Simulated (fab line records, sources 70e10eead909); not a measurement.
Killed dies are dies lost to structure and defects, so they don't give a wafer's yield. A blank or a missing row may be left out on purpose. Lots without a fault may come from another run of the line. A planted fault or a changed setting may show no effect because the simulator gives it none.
Chamber matching | flow nand_harc | NHARC_P_CONTACT_CMP_01 on cmp-03: 4 sister chambers
The step polishes SiO2, target thk 200 nm. 8 wafers are shown with their chamber, then 9 later ones without.

WAFERS WITH THEIR CHAMBER
wafer  | chamber | motor_current_A (A) | slurry_flow_ml_min
L077.5 | 2       | 12.4                | 150.7
L082.4 | 1       | 12.1                | 149.4
L082.6 | 1       | 12.6                | 148.9
L083.1 | 2       | 11.8                | 149.8
L083.5 | 0       | 9.4                 | 150.5
L084.1 | 0       | 9.9                 | 150.3
L084.3 | 3       | 10.1                | 150.8
L084.5 | 3       | 10.3                | 150.5

WAFERS WITHOUT THEIR CHAMBER
wafer  | motor_current_A (A) | slurry_flow_ml_min
L091.1 | 9.6                 | 150.0
L091.4 | 9.8                 | 150.2
L091.5 | 11.9                | 149.7
L092.1 | 12.0                | 149.9
L092.2 | 10.4                | 150.3
L092.6 | 12.5                | 150.4
L097.3 | 12.0                | 149.5
L097.4 | 12.3                | 149.8
L097.6 | 10.0                | 149.7

WHICH CHAMBER EACH WENT THROUGH
wafer  | from the rows above     | in truth
L091.1 | can't be placed: 0 or 3 | 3
L091.4 | can't be placed: 0 or 3 | 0
L091.5 | can't be placed: 2 or 1 | 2
L092.1 | can't be placed: 2 or 1 | 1
L092.2 | can't be placed: 3 or 0 | 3
L092.6 | 2                       | 2
L097.3 | can't be placed: 1 or 2 | 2
L097.4 | can't be placed: 2 or 1 | 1
L097.6 | can't be placed: 0 or 3 | 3
Placed correctly: 1 of 9. Can't be placed from these rows: 8 (the true chamber is among the candidates in 8). Placed wrongly: 0.
How it was worked out, from the rows above alone: a wafer's distance from a chamber is the root of the sum, over the readings, of the square of ((its reading less the chamber's mean) divided by the reading's scatter). The wafer belongs to the nearest chamber; if the next one is less than 2 further off, it can't be placed. A chamber's mean is the mean of its shown wafers. The scatter: the root of (the sum of the squares of (reading less its chamber's mean) over the shown wafers, divided by (wafers less chambers)).
